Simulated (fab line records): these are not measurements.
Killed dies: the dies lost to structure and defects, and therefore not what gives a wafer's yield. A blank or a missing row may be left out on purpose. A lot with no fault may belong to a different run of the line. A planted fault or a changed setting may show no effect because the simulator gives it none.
Matching of chambers    flow n5Finfet    aldSin-03 running N5_STI_FIN_REVEAL_ALD_14: 4 sister chambers
The step deposits Si3N4, target thk 3 nm. 24 wafers are shown with their chamber, then 12 later ones without.

== EACH WAFER AND ITS CHAMBER ==
wafer   chamber  heaterPowerW (W)
L074.3  0        783
L074.4  1        867
L074.5  1        879
L075.2  1        874
L075.4  2        1042
L075.6  0        800
L076.1  1        911
L076.4  2        1038
L076.6  0        792
L080.1  1        909
L080.2  3        868
L080.5  2        1050
L081.1  3        855
L081.3  0        794
L081.4  1        893
L082.3  2        1042
L082.5  1        893
L082.6  0        800
L088.3  3        867
L088.5  3        875
L088.6  2        1065
L089.2  3        851
L089.4  1        898
L089.5  0        788

SIGNATURES (means of the wafers above)
reading       chamber 0  chamber 1  chamber 2  chamber 3  scatter within a chamber
heaterPowerW  792.83     890.50     1047.40    863.20     12
Rule: a wafer's distance from a chamber is the root of the sum, over the readings, of the square of ((its reading less the chamber's mean) divided by the reading's scatter). If the next closest chamber is less than 2 further off than the closest, the wafer can't be placed; otherwise it belongs to the closest. The scatter: the root of (the sum of the squares of (reading less its chamber's mean) over the shown wafers, divided by (wafers less chambers)).

== WAFERS WITHOUT THEIR CHAMBER ==
wafer   heaterPowerW (W)
L090.2  864
L090.4  911
L090.5  794
L091.1  932
L091.3  856
L091.4  795
L096.1  890
L096.3  930
L096.6  870
L097.1  889
L097.2  862
L097.6  1058

== WHICH CHAMBER EACH ONE RAN IN ==
wafer    from the rows above       in truth
L090.2   3                         3
L090.4   1                         1
L090.5   0                         0
L091.1   1                         1
L091.3   3                         3
L091.4   0                         0
L096.1   1                         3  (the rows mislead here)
L096.3   1                         1
L096.6   can't be placed: 3 or 1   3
L097.1   1                         1
L097.2   3                         3
L097.6   2                         2
10 of 12 placed correctly. From these rows, 1 cannot be placed; in 1 the true chamber is one of the candidates. Wrongly placed: 1.
